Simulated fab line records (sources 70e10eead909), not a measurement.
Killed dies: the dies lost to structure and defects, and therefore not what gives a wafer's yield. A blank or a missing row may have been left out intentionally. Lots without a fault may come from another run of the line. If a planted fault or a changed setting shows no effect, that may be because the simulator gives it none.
fab line records / flow nand_harc
record: lots: 6 wafers: 18 last_day: 33
route steps=1302 shown A_WL_FILL@971 A_CONTACT@983
lots that met no fault: taken from a fault-free run of the same line
start_h: hours from the record's opening day to when the first of the lot's shown wafers began / wait_h: time in hours since the lot's previous step / " identical to the entry in the row above / L1.1+2: a single row standing in for several wafers / - no value, or no start was given / * or withheld: withheld / < > ~ a bound
route shown NAME@n: NAME is a module with steps in the file, n the number in the route of the first one / usual: mean and standard deviation over wafers with no fault / same: alike in all rows / chamber/n: place in a boat / sites: per-site readings / _std_site: how widely they spread, as a standard deviation / _edge_site: inner sites' mean taken away from outer sites' mean / radius_mm: for every site, how far away it sits from the centre of the wafer / mask NAME#n: copy n / behind: tool/chamber where the wafer was last shaped / hold: what put the lot on hold/how long, in hours/how the hold closed / device: whichever transistor did not switch (one of n, p or np) / end of line: the tests these same wafers got at the end of their route / a step given without rows: its recipe and nothing more / killed: not the wafer's yield, but the dies lost to structure and defects at the first sort / map: a wafer's dies, marking killed ones x, the rest . and places with no die _
set.NAME: the run value of the setting; set.NAME@STEP: its run value at that earlier step / model.NAME: the simulator's own value behind a step, which no gauge read
a table for each step, a row for each wafer; lots at some steps of the route
services: when a tool's chamber went out of use (start_h, in hours from the record's first day, below 0 if earlier), for how many hours, and the reason
== steps ==
step: NHARC_A_WL_FILL_CVD_23
recipe: target_thk_a: 400 temp_c: 620 pressure_mtorr: 200 time_s: 800 material: poly-Si
step: NHARC_A_WL_FILL_ETCHBACK_26
recipe: target_depth_a: 520 time_s: 13.3 hbr_flow_sccm: 150 rf_w: 350 icp_w: 350 bias_w: 60 chemistry: HBr
usual: drypump_motor_current_A: 5.7/0.43 oes_product_au: 0.996/0.014 rf_fwd_power_W: 342.8/2.2 throttle_valve_pct: 23.265/0.009
lot.wafer=L962.2 tool=rie_si-03 chamber=2 start_h=504.66 wait_h=0.4 drypump_motor_current_A=5.4 oes_product_au=0.992 rf_fwd_power_W=339.7 rf_hours_counter_h=0.2 throttle_valve_pct=23.283
lot.wafer=L962.3 tool=rie_si-03 chamber=3 start_h=504.66 wait_h=0.4 drypump_motor_current_A=5.1 oes_product_au=1.007 rf_fwd_power_W=342.9 rf_hours_counter_h=0.3 throttle_valve_pct=23.277
lot.wafer=L962.6 tool=rie_si-03 chamber=3 start_h=504.66 wait_h=0.4 drypump_motor_current_A=5.1 oes_product_au=1.004 rf_fwd_power_W=343.9 rf_hours_counter_h=- throttle_valve_pct=23.286
lot.wafer=L961.1 tool=rie_si-04 chamber=3 start_h=513.40 wait_h=0.4 drypump_motor_current_A=5.7 oes_product_au=0.992 rf_fwd_power_W=344.4 rf_hours_counter_h=1.2 throttle_valve_pct=23.266
lot.wafer=L961.2 tool=rie_si-04 chamber=1 start_h=513.40 wait_h=0.4 drypump_motor_current_A=6.4 oes_product_au=1.011 rf_fwd_power_W=341.8 rf_hours_counter_h=1.0 throttle_valve_pct=23.285
lot.wafer=L961.6 tool=rie_si-04 chamber=0 start_h=513.40 wait_h=0.4 drypump_motor_current_A=5.2 oes_product_au=1.013 rf_fwd_power_W=340.9 rf_hours_counter_h=- throttle_valve_pct=23.273
lot.wafer=L973.3 tool=rie_si-01 chamber=3 start_h=614.39 wait_h=0.4 drypump_motor_current_A=5.9 oes_product_au=1.012 rf_fwd_power_W=342.4 rf_hours_counter_h=0.3 throttle_valve_pct=23.274
lot.wafer=L973.1 tool=rie_si-01 chamber=0 start_h=614.39 wait_h=0.4 drypump_motor_current_A=5.7 oes_product_au=0.991 rf_fwd_power_W=339.6 rf_hours_counter_h=0.4 throttle_valve_pct=23.251
lot.wafer=L973.5 tool=rie_si-01 chamber=0 start_h=614.39 wait_h=0.4 drypump_motor_current_A=5.7 oes_product_au=0.978 rf_fwd_power_W=340.8 rf_hours_counter_h=- throttle_valve_pct=23.263
lot.wafer=L972.1 tool=rie_si-04 chamber=2 start_h=619.59 wait_h=0.4 drypump_motor_current_A=5.3 oes_product_au=0.973 rf_fwd_power_W=341.0 rf_hours_counter_h=0.5 throttle_valve_pct=23.270
lot.wafer=L972.2 tool=rie_si-04 chamber=3 start_h=619.59 wait_h=0.4 drypump_motor_current_A=5.7 oes_product_au=1.018 rf_fwd_power_W=346.4 rf_hours_counter_h=0.5 throttle_valve_pct=23.269
lot.wafer=L972.6 tool=rie_si-04 chamber=3 start_h=619.59 wait_h=0.4 drypump_motor_current_A=5.7 oes_product_au=1.014 rf_fwd_power_W=346.9 rf_hours_counter_h=- throttle_valve_pct=23.265
lot.wafer=L981.4 tool=rie_si-01 chamber=3 start_h=702.95 wait_h=0.4 drypump_motor_current_A=6.0 oes_product_au=0.994 rf_fwd_power_W=342.8 rf_hours_counter_h=1.1 throttle_valve_pct=23.267
lot.wafer=L981.1 tool=rie_si-01 chamber=1 start_h=702.95 wait_h=0.4 drypump_motor_current_A=6.3 oes_product_au=0.982 rf_fwd_power_W=346.1 rf_hours_counter_h=1.0 throttle_valve_pct=23.260
lot.wafer=L981.6 tool=rie_si-01 chamber=3 start_h=702.95 wait_h=0.4 drypump_motor_current_A=6.0 oes_product_au=0.993 rf_fwd_power_W=344.3 rf_hours_counter_h=- throttle_valve_pct=23.271
lot.wafer=L982.4 tool=rie_si-04 chamber=3 start_h=716.03 wait_h=0.4 drypump_motor_current_A=5.7 oes_product_au=0.990 rf_fwd_power_W=345.7 rf_hours_counter_h=0.1 throttle_valve_pct=23.273
lot.wafer=L982.6 tool=rie_si-04 chamber=2 start_h=716.03 wait_h=0.4 drypump_motor_current_A=5.3 oes_product_au=1.008 rf_fwd_power_W=338.4 rf_hours_counter_h=- throttle_valve_pct=23.269
lot.wafer=L982.5 tool=rie_si-04 chamber=3 start_h=716.03 wait_h=0.4 drypump_motor_current_A=5.7 oes_product_au=0.994 rf_fwd_power_W=346.6 rf_hours_counter_h=- throttle_valve_pct=23.265
step: NHARC_A_WL_FILL_PRECLEAN_30
recipe: time_s: 10 chemistry: dHF
step: NHARC_A_WL_FILL_SRD_14
step: NHARC_A_WL_FILL_ALD_19
recipe: target_thk_a: 20 pulse_time_s: 3 ald_cycles: 100 temp_c: 450 material: TiN
usual: heater_power_outer_w: 687/79 heater_power_w: 1070/87 precursor_pulse_height_rel: 0.998/0.022
lot.wafer=L962.3 tool=ald_metal-02 chamber=0 start_h=504.95 wait_h=0.1 heater_power_outer_w=580 heater_power_w=945 precursor_pulse_height_rel=0.998
lot.wafer=L962.2 tool=ald_metal-02 chamber=1 start_h=504.95 wait_h=0.1 heater_power_outer_w=669 heater_power_w=1047 precursor_pulse_height_rel=0.963
lot.wafer=L962.6 tool=ald_metal-02 chamber=0 start_h=504.95 wait_h=0.1 heater_power_outer_w=576 heater_power_w=961 precursor_pulse_height_rel=0.977
lot.wafer=L961.1 tool=ald_metal-01 chamber=0 start_h=513.70 wait_h=0.1 heater_power_outer_w=648 heater_power_w=967 precursor_pulse_height_rel=0.979
lot.wafer=L961.2 tool=ald_metal-01 chamber=1 start_h=513.70 wait_h=0.1 heater_power_outer_w=757 heater_power_w=1190 precursor_pulse_height_rel=0.982
lot.wafer=L961.6 tool=ald_metal-01 chamber=1 start_h=513.70 wait_h=0.1 heater_power_outer_w=756 heater_power_w=1167 precursor_pulse_height_rel=1.024
lot.wafer=L973.1 tool=ald_metal-04 chamber=3 start_h=614.70 wait_h=0.1 heater_power_outer_w=523 heater_power_w=935 precursor_pulse_height_rel=0.979
lot.wafer=L973.3 tool=ald_metal-04 chamber=0 start_h=614.70 wait_h=0.1 heater_power_outer_w=717 heater_power_w=1152 precursor_pulse_height_rel=0.997
lot.wafer=L973.5 tool=ald_metal-04 chamber=1 start_h=614.70 wait_h=0.1 heater_power_outer_w=671 heater_power_w=1052 precursor_pulse_height_rel=0.986
lot.wafer=L972.2 tool=ald_metal-04 chamber=0 start_h=619.85 wait_h=0.1 heater_power_outer_w=725 heater_power_w=1166 precursor_pulse_height_rel=1.000
lot.wafer=L972.1 tool=ald_metal-04 chamber=2 start_h=619.85 wait_h=0.1 heater_power_outer_w=691 heater_power_w=1051 precursor_pulse_height_rel=1.012
lot.wafer=L972.6 tool=ald_metal-04 chamber=1 start_h=619.85 wait_h=0.1 heater_power_outer_w=683 heater_power_w=1049 precursor_pulse_height_rel=0.997
lot.wafer=L981.1 tool=ald_metal-01 chamber=3 start_h=703.21 wait_h=0.1 heater_power_outer_w=723 heater_power_w=1170 precursor_pulse_height_rel=0.980
lot.wafer=L981.4 tool=ald_metal-01 chamber=0 start_h=703.21 wait_h=0.1 heater_power_outer_w=657 heater_power_w=1040 precursor_pulse_height_rel=0.983
lot.wafer=L981.6 tool=ald_metal-01 chamber=3 start_h=703.21 wait_h=0.1 heater_power_outer_w=714 heater_power_w=1158 precursor_pulse_height_rel=1.000
lot.wafer=L982.6 tool=ald_metal-01 chamber=2 start_h=716.36 wait_h=0.2 heater_power_outer_w=780 heater_power_w=1131 precursor_pulse_height_rel=0.994
lot.wafer=L982.5 tool=ald_metal-01 chamber=3 start_h=716.36 wait_h=0.2 heater_power_outer_w=688 heater_power_w=1101 precursor_pulse_height_rel=0.987
lot.wafer=L982.4 tool=ald_metal-01 chamber=1 start_h=716.36 wait_h=0.2 heater_power_outer_w=697 heater_power_w=1147 precursor_pulse_height_rel=0.983
step: NHARC_A_WL_FILL_CVD_20
recipe: target_thk_a: 1000 temp_c: 400 pressure_torr: 40 wf6_flow_sccm: 40 h2_flow_sccm: 1600 ar_flow_sccm: 1560 time_s: 74 material: W
usual: heater_power_outer_w: 550/81 heater_power_w: 873/96 throttle_valve_pct: 8.07/0.17
lot.wafer=L962.2 tool=cvd_w-01 chamber=1 start_h=- wait_h=- heater_power_outer_w=445 heater_power_w=759 throttle_valve_pct=7.94
lot.wafer=L962.3 tool=cvd_w-01 chamber=1 start_h=- wait_h=- heater_power_outer_w=442 heater_power_w=751 throttle_valve_pct=8.06
lot.wafer=L962.6 tool=cvd_w-01 chamber=1 start_h=- wait_h=- heater_power_outer_w=451 heater_power_w=761 throttle_valve_pct=8.10
lot.wafer=L961.2 tool=cvd_w-02 chamber=1 start_h=- wait_h=- heater_power_outer_w=624 heater_power_w=938 throttle_valve_pct=8.08
lot.wafer=L961.1 tool=cvd_w-02 chamber=0 start_h=- wait_h=- heater_power_outer_w=596 heater_power_w=954 throttle_valve_pct=8.15
lot.wafer=L961.6 tool=cvd_w-02 chamber=1 start_h=- wait_h=- heater_power_outer_w=641 heater_power_w=947 throttle_valve_pct=7.96
lot.wafer=L973.1 tool=cvd_w-01 chamber=0 start_h=- wait_h=- heater_power_outer_w=586 heater_power_w=899 throttle_valve_pct=8.16
lot.wafer=L973.3 tool=cvd_w-01 chamber=1 start_h=- wait_h=- heater_power_outer_w=422 heater_power_w=714 throttle_valve_pct=7.61
lot.wafer=L973.5 tool=cvd_w-01 chamber=1 start_h=- wait_h=- heater_power_outer_w=422 heater_power_w=708 throttle_valve_pct=8.12
lot.wafer=L972.1 tool=cvd_w-02 chamber=0 start_h=- wait_h=- heater_power_outer_w=588 heater_power_w=965 throttle_valve_pct=7.78
lot.wafer=L972.2 tool=cvd_w-02 chamber=1 start_h=- wait_h=- heater_power_outer_w=634 heater_power_w=947 throttle_valve_pct=8.31
lot.wafer=L972.6 tool=cvd_w-02 chamber=1 start_h=- wait_h=- heater_power_outer_w=649 heater_power_w=962 throttle_valve_pct=8.08
lot.wafer=L981.1 tool=cvd_w-01 chamber=1 start_h=- wait_h=- heater_power_outer_w=429 heater_power_w=732 throttle_valve_pct=8.02
lot.wafer=L981.4 tool=cvd_w-01 chamber=0 start_h=- wait_h=- heater_power_outer_w=570 heater_power_w=925 throttle_valve_pct=8.32
lot.wafer=L981.6 tool=cvd_w-01 chamber=1 start_h=- wait_h=- heater_power_outer_w=414 heater_power_w=722 throttle_valve_pct=8.12
lot.wafer=L982.4 tool=cvd_w-01 chamber=0 start_h=- wait_h=- heater_power_outer_w=567 heater_power_w=892 throttle_valve_pct=8.38
lot.wafer=L982.6 tool=cvd_w-01 chamber=0 start_h=- wait_h=- heater_power_outer_w=578 heater_power_w=883 throttle_valve_pct=8.41
lot.wafer=L982.5 tool=cvd_w-01 chamber=1 start_h=- wait_h=- heater_power_outer_w=416 heater_power_w=737 throttle_valve_pct=8.05
step: NHARC_A_WL_FILL_CMP_12
recipe: t_overpolish_s: 30 target_thk_nm: 100
usual: motor_current_A: 12.8/1 overpolish_run_s: 29.999/0.0092 retaining_ring_pressure_frac: 1.000/0.0051 time_to_endpoint_s: 21/3.8
lot.wafer=L962.2 tool=cmp-03 chamber=0 start_h=505.33 wait_h=0.2 motor_current_A=13.6 overpolish_run_s=29.996 retaining_ring_pressure_frac=0.993 time_to_endpoint_s=17
lot.wafer=L962.3 tool=cmp-03 chamber=1 start_h=505.33 wait_h=0.2 motor_current_A=14.2 overpolish_run_s=29.997 retaining_ring_pressure_frac=1.000 time_to_endpoint_s=16
lot.wafer=L962.6 tool=cmp-03 chamber=0 start_h=505.33 wait_h=0.2 motor_current_A=13.1 overpolish_run_s=30.009 retaining_ring_pressure_frac=1.001 time_to_endpoint_s=17
lot.wafer=L961.1 tool=cmp-02 chamber=2 start_h=514.11 wait_h=0.2 motor_current_A=13.1 overpolish_run_s=30.005 retaining_ring_pressure_frac=0.998 time_to_endpoint_s=22
lot.wafer=L961.2 tool=cmp-02 chamber=3 start_h=514.11 wait_h=0.2 motor_current_A=13.0 overpolish_run_s=29.988 retaining_ring_pressure_frac=1.000 time_to_endpoint_s=21
lot.wafer=L961.6 tool=cmp-02 chamber=1 start_h=514.11 wait_h=0.2 motor_current_A=12.6 overpolish_run_s=29.986 retaining_ring_pressure_frac=0.992 time_to_endpoint_s=31
lot.wafer=L973.3 tool=cmp-03 chamber=3 start_h=615.06 wait_h=0.1 motor_current_A=11.0 overpolish_run_s=29.994 retaining_ring_pressure_frac=0.999 time_to_endpoint_s=21
lot.wafer=L973.1 tool=cmp-03 chamber=0 start_h=615.06 wait_h=0.1 motor_current_A=13.3 overpolish_run_s=29.998 retaining_ring_pressure_frac=0.992 time_to_endpoint_s=21
lot.wafer=L973.5 tool=cmp-03 chamber=2 start_h=615.06 wait_h=0.1 motor_current_A=13.0 overpolish_run_s=30.004 retaining_ring_pressure_frac=0.997 time_to_endpoint_s=17
lot.wafer=L972.1 tool=cmp-04 chamber=2 start_h=620.23 wait_h=0.2 motor_current_A=11.8 overpolish_run_s=30.001 retaining_ring_pressure_frac=0.998 time_to_endpoint_s=23
lot.wafer=L972.2 tool=cmp-04 chamber=1 start_h=620.23 wait_h=0.2 motor_current_A=13.7 overpolish_run_s=30.000 retaining_ring_pressure_frac=0.997 time_to_endpoint_s=16
lot.wafer=L972.6 tool=cmp-04 chamber=3 start_h=620.23 wait_h=0.2 motor_current_A=12.9 overpolish_run_s=29.997 retaining_ring_pressure_frac=1.002 time_to_endpoint_s=19
lot.wafer=L981.4 tool=cmp-04 chamber=1 start_h=703.64 wait_h=0.2 motor_current_A=13.3 overpolish_run_s=30.008 retaining_ring_pressure_frac=1.008 time_to_endpoint_s=16
lot.wafer=L981.1 tool=cmp-04 chamber=2 start_h=703.64 wait_h=0.2 motor_current_A=11.8 overpolish_run_s=29.997 retaining_ring_pressure_frac=0.999 time_to_endpoint_s=21
lot.wafer=L981.6 tool=cmp-04 chamber=1 start_h=703.64 wait_h=0.2 motor_current_A=13.1 overpolish_run_s=29.993 retaining_ring_pressure_frac=1.003 time_to_endpoint_s=14
lot.wafer=L982.4 tool=cmp-02 chamber=2 start_h=716.78 wait_h=0.2 motor_current_A=13.3 overpolish_run_s=29.983 retaining_ring_pressure_frac=0.991 time_to_endpoint_s=24
lot.wafer=L982.5 tool=cmp-02 chamber=3 start_h=716.78 wait_h=0.2 motor_current_A=12.7 overpolish_run_s=30.005 retaining_ring_pressure_frac=1.003 time_to_endpoint_s=22
lot.wafer=L982.6 tool=cmp-02 chamber=0 start_h=716.78 wait_h=0.2 motor_current_A=14.9 overpolish_run_s=30.001 retaining_ring_pressure_frac=0.996 time_to_endpoint_s=18
step: NHARC_A_WL_FILL_SRD_31
step: NHARC_A_WL_FILL_INSPECT_15
usual: raw_defect_count: 482/120
lot.wafer=L962.2 tool=defect_inspect-01 chamber=- start_h=505.79 wait_h=0.0 raw_defect_count=412
lot.wafer=L962.3 tool=defect_inspect-01 chamber=- start_h=505.79 wait_h=0.0 raw_defect_count=323
lot.wafer=L962.6 tool=defect_inspect-01 chamber=- start_h=505.79 wait_h=0.0 raw_defect_count=371
lot.wafer=L961.1 tool=defect_inspect-02 chamber=- start_h=514.60 wait_h=0.0 raw_defect_count=464
lot.wafer=L961.2 tool=defect_inspect-02 chamber=- start_h=514.60 wait_h=0.0 raw_defect_count=672
lot.wafer=L961.6 tool=defect_inspect-02 chamber=- start_h=514.60 wait_h=0.0 raw_defect_count=1031
lot.wafer=L973.1 tool=defect_inspect-02 chamber=- start_h=615.50 wait_h=0.0 raw_defect_count=452
lot.wafer=L973.3 tool=defect_inspect-02 chamber=- start_h=615.50 wait_h=0.0 raw_defect_count=679
lot.wafer=L973.5 tool=defect_inspect-02 chamber=- start_h=615.50 wait_h=0.0 raw_defect_count=437
lot.wafer=L972.1 tool=defect_inspect-01 chamber=- start_h=620.73 wait_h=0.0 raw_defect_count=650
lot.wafer=L972.2 tool=defect_inspect-01 chamber=- start_h=620.73 wait_h=0.0 raw_defect_count=609
lot.wafer=L972.6 tool=defect_inspect-01 chamber=- start_h=620.73 wait_h=0.0 raw_defect_count=365
lot.wafer=L981.1 tool=defect_inspect-02 chamber=- start_h=704.10 wait_h=0.0 raw_defect_count=491
lot.wafer=L981.4 tool=defect_inspect-02 chamber=- start_h=704.10 wait_h=0.0 raw_defect_count=395
lot.wafer=L981.6 tool=defect_inspect-02 chamber=- start_h=704.10 wait_h=0.0 raw_defect_count=326
lot.wafer=L982.4 tool=defect_inspect-01 chamber=- start_h=717.17 wait_h=0.0 raw_defect_count=454
lot.wafer=L982.5 tool=defect_inspect-01 chamber=- start_h=717.17 wait_h=0.0 raw_defect_count=435
lot.wafer=L982.6 tool=defect_inspect-01 chamber=- start_h=717.17 wait_h=0.0 raw_defect_count=398
step: NHARC_A_CONTACT_DEP_24
recipe: target_thk_a: 5000 temp_c: 400 pressure_torr: 6.5 rf_w: 900 teos_flow_sccm: 161.4 flow_sccm: 2650 target_thk_nm: 500 gas: O2 material: SiO2
usual: heater_power_outer_w: 313/70 heater_power_w: 561/92 mfc_precursor_sccm: 161.4/0.49 rf_fwd_power_W: 899/3.1 throttle_valve_pct: 16.3/0.72
lot.wafer=L962.3 tool=pecvd-03 chamber=2 start_h=505.93 wait_h=0.1 heater_power_outer_w=317 heater_power_w=572 mfc_precursor_sccm=161.7 rf_fwd_power_W=898 throttle_valve_pct=16.3
lot.wafer=L962.2 tool=pecvd-03 chamber=0 start_h=505.93 wait_h=0.1 heater_power_outer_w=308 heater_power_w=559 mfc_precursor_sccm=161.6 rf_fwd_power_W=896 throttle_valve_pct=15.9
lot.wafer=L962.6 tool=pecvd-03 chamber=0 start_h=505.93 wait_h=0.1 heater_power_outer_w=321 heater_power_w=545 mfc_precursor_sccm=160.9 rf_fwd_power_W=895 throttle_valve_pct=16.4
lot.wafer=L961.1 tool=pecvd-02 chamber=2 start_h=514.67 wait_h=0.1 heater_power_outer_w=351 heater_power_w=575 mfc_precursor_sccm=161.0 rf_fwd_power_W=901 throttle_valve_pct=17.0
lot.wafer=L961.2 tool=pecvd-02 chamber=0 start_h=514.67 wait_h=0.1 heater_power_outer_w=303 heater_power_w=550 mfc_precursor_sccm=162.0 rf_fwd_power_W=898 throttle_valve_pct=16.7
lot.wafer=L961.6 tool=pecvd-02 chamber=2 start_h=514.67 wait_h=0.1 heater_power_outer_w=379 heater_power_w=618 mfc_precursor_sccm=161.6 rf_fwd_power_W=896 throttle_valve_pct=17.0
lot.wafer=L973.3 tool=pecvd-03 chamber=1 start_h=615.63 wait_h=0.1 heater_power_outer_w=204 heater_power_w=442 mfc_precursor_sccm=204.3 rf_fwd_power_W=900 throttle_valve_pct=15.2
lot.wafer=L973.1 tool=pecvd-03 chamber=2 start_h=615.63 wait_h=0.1 heater_power_outer_w=365 heater_power_w=673 mfc_precursor_sccm=204.7 rf_fwd_power_W=897 throttle_valve_pct=16.6
lot.wafer=L973.5 tool=pecvd-03 chamber=0 start_h=615.63 wait_h=0.1 heater_power_outer_w=302 heater_power_w=561 mfc_precursor_sccm=205.2 rf_fwd_power_W=902 throttle_valve_pct=16.4
lot.wafer=L972.2 tool=pecvd-03 chamber=0 start_h=620.79 wait_h=0.1 heater_power_outer_w=289 heater_power_w=542 mfc_precursor_sccm=204.1 rf_fwd_power_W=896 throttle_valve_pct=16.5
lot.wafer=L972.1 tool=pecvd-03 chamber=1 start_h=620.79 wait_h=0.1 heater_power_outer_w=179 heater_power_w=417 mfc_precursor_sccm=204.1 rf_fwd_power_W=907 throttle_valve_pct=15.1
lot.wafer=L972.6 tool=pecvd-03 chamber=1 start_h=620.79 wait_h=0.1 heater_power_outer_w=199 heater_power_w=432 mfc_precursor_sccm=204.0 rf_fwd_power_W=907 throttle_valve_pct=14.7
lot.wafer=L981.1 tool=pecvd-02 chamber=1 start_h=704.23 wait_h=0.1 heater_power_outer_w=324 heater_power_w=593 mfc_precursor_sccm=162.1 rf_fwd_power_W=903 throttle_valve_pct=16.3
lot.wafer=L981.4 tool=pecvd-02 chamber=1 start_h=704.23 wait_h=0.1 heater_power_outer_w=341 heater_power_w=589 mfc_precursor_sccm=161.1 rf_fwd_power_W=898 throttle_valve_pct=16.4
lot.wafer=L981.6 tool=pecvd-02 chamber=2 start_h=704.23 wait_h=0.1 heater_power_outer_w=358 heater_power_w=577 mfc_precursor_sccm=162.3 rf_fwd_power_W=895 throttle_valve_pct=17.2
lot.wafer=L982.6 tool=pecvd-02 chamber=2 start_h=717.42 wait_h=0.2 heater_power_outer_w=371 heater_power_w=599 mfc_precursor_sccm=162.2 rf_fwd_power_W=898 throttle_valve_pct=17.4
lot.wafer=L982.5 tool=pecvd-02 chamber=0 start_h=717.42 wait_h=0.2 heater_power_outer_w=267 heater_power_w=489 mfc_precursor_sccm=160.8 rf_fwd_power_W=903 throttle_valve_pct=16.5
lot.wafer=L982.4 tool=pecvd-02 chamber=1 start_h=717.42 wait_h=0.2 heater_power_outer_w=266 heater_power_w=485 mfc_precursor_sccm=161.3 rf_fwd_power_W=896 throttle_valve_pct=16.7
== services ==
tool=pecvd-03 chamber=0 start_h=482.96 hours=22.6 kind=repair
tool=rie_si-01 chamber=1 start_h=483.65 hours=3.4 kind=repair
tool=cmp-04 chamber=- start_h=486.44 hours=1.8 kind=repair
tool=cvd_w-02 chamber=0 start_h=487.12 hours=14.6 kind=repair
tool=ald_metal-04 chamber=3 start_h=499.35 hours=11.2 kind=repair
tool=cmp-03 chamber=- start_h=502.87 hours=0.4 kind=repair
tool=cmp-02 chamber=- start_h=507.63 hours=1.8 kind=repair
tool=pecvd-03 chamber=- start_h=516.57 hours=1.5 kind=repair
tool=rie_si-04 chamber=- start_h=519.00 hours=9.0 kind=pm
tool=ald_metal-01 chamber=1 start_h=520.28 hours=4.5 kind=repair
tool=ald_metal-01 chamber=- start_h=526.14 hours=10.0 kind=pm
tool=cmp-02 chamber=- start_h=526.60 hours=4.0 kind=pm
tool=cmp-04 chamber=- start_h=538.32 hours=4.0 kind=pm
tool=cvd_w-01 chamber=- start_h=547.00 hours=13.0 kind=pm
tool=rie_si-01 chamber=- start_h=547.00 hours=9.0 kind=pm
tool=cmp-03 chamber=- start_h=548.08 hours=1.1 kind=repair
tool=pecvd-03 chamber=- start_h=549.41 hours=13.0 kind=pm
tool=cmp-03 chamber=- start_h=554.71 hours=4.0 kind=pm
tool=pecvd-02 chamber=0 start_h=569.85 hours=11.1 kind=repair
tool=pecvd-02 chamber=- start_h=589.03 hours=13.0 kind=pm
tool=cmp-04 chamber=- start_h=623.24 hours=2.1 kind=repair
tool=cmp-02 chamber=- start_h=624.60 hours=4.0 kind=pm
tool=rie_si-04 chamber=- start_h=696.00 hours=9.0 kind=pm
tool=ald_metal-01 chamber=- start_h=704.14 hours=10.0 kind=pm
== key ==
first_sign: step: NHARC_A_CONTACT_DEP_24 reading: mfc_precursor_sccm direction: up sigmas: 89 usual: 161.4 struck: 204.4
effect none on later readings
met_at NHARC_A_CONTACT_DEP_24
struck_wafers L972.1,L972.2,L972.6,L973.1,L973.3,L973.5
tester_left_out L972,L973
onset_between 505.93 615.63
fault: kind: process_parameter_drift tool: pecvd-03 chamber: - onset_h: 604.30 steps: NHARC_A_CONTACT_DEP_24 channel: teos_flow_sccm offset: * shape: step end_h: 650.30 acts_in: * stated: *
tester_left_out: of these lots the tester's yield and bins aren't shown, on N5 and GAA mostly nor the transistor test; their killed dies are dies lost to structure and defects alone, not to doping, threshold or leakage, so they don't give the yield
